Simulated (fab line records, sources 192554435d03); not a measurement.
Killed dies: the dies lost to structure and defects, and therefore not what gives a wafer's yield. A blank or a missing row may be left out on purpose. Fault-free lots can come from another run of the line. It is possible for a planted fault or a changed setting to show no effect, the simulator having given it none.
Split-lot study    flow n5Finfet    21 wafers read across 7 lots, on a route 1938 steps long

## SPLIT DETAILS
At N5_SD_EPI_N_ETCH_16 (etches SiO2 in CHF3/O2, target depth 5 nm), the setting targetDepthA was moved away from the recipe's 50 angstrom on 5 of the 21 wafers read, by -8.6% to +8.5%. The other wafers ran this setting at the recipe's value.

Reading taken at the split's own step.

## THE READING
etch.depthNm (the simulator's own value, which no gauge read), in nm, at N5_SD_EPI_N_ETCH_16 (etches SiO2 in CHF3/O2, target depth 5 nm). The file gives no usual value for it. Here, 16 wafers ran the recipe; their average is 5.077 nm with a standard deviation of 0.064 nm.

wafer   tool, chamber at the split  targetDepthA as run, angstrom  against the recipe  etch.depthNm, nm  against lot-mates on the recipe
L074.1  rieDiel-01, 2               50                             recipe              5.072             -
L074.3  rieDiel-01, 0               50                             recipe              5.112             -
L074.5  rieDiel-01, 3               50                             recipe              5.012             -
L076.2  rieDiel-01, 1               50                             recipe              5.117             -
L076.3  rieDiel-01, 3               50                             recipe              4.978             -
L076.5  rieDiel-01, 1               47.14                          -5.7%               4.839             -0.208
L082.4  rieDiel-06, 0               50                             recipe              4.96              -
L082.5  rieDiel-06, 3               50                             recipe              5.029             -
L082.6  rieDiel-06, 2               50                             recipe              5.051             -
L083.1  rieDiel-05, 2               50                             recipe              5.12              -
L083.3  rieDiel-05, 0               45.68                          -8.6%               4.657             -0.463
L083.5  rieDiel-05, 1               45.68                          -8.6%               4.679             -0.441
L084.2  rieDiel-05, 2               50                             recipe              5.012             -
L084.3  rieDiel-05, 0               54.23                          +8.5%               5.504             +0.450
L084.4  rieDiel-05, 1               50                             recipe              5.096             -
L088.1  rieDiel-05, 1               50                             recipe              5.178             -
L088.2  rieDiel-05, 3               53.21                          +6.4%               5.414             +0.261
L088.3  rieDiel-05, 0               50                             recipe              5.127             -
L090.1  rieDiel-01, 1               50                             recipe              5.101             -
L090.2  rieDiel-01, 0               50                             recipe              5.084             -
L090.4  rieDiel-01, 2               50                             recipe              5.184             -

THE FIT
A straight line over all 21 wafers: etch.depthNm changes by +0.0483 nm for each +1% of targetDepthA; r = +0.95; the points scatter about the line by 0.059 nm.
The same after taking each lot's own level away (the mean of its wafers on the recipe; 21 wafers): +0.0491 nm for each +1%; r = +0.97; scatter 0.046 nm.
The reading moves by 0.42 nm for the largest change in targetDepthA, on that fit.
Across the lots, their own levels run from 5.0133 to 5.1525 nm, a range of 2.2 times the standard deviation given above.
Consequently the slope shifts little with the lot-to-lot level, the two slopes agreeing.
Check: for one of the wafers moved furthest among these (-8.6%), held out of the fit, the line's prediction against its lot-mates is -0.41 nm. It came out at -0.463 nm against them.

## FURTHER SPLITS ON THESE WAFERS
Other splits were also applied to these wafers ahead of the reading. Each is held against what the fit with the lots' levels taken away leaves over:
other split on the same wafers  wafers away from the commonest value  r with etch.depthNm (lot level and that fit taken away)
N5_SD_EPI_N_PEB_07 pebTimeS     9                                     +0.23

## FILE'S OWN FIT
etch.depthNm changes by +0.0481 nm for each +1% of targetDepthA, r = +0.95.
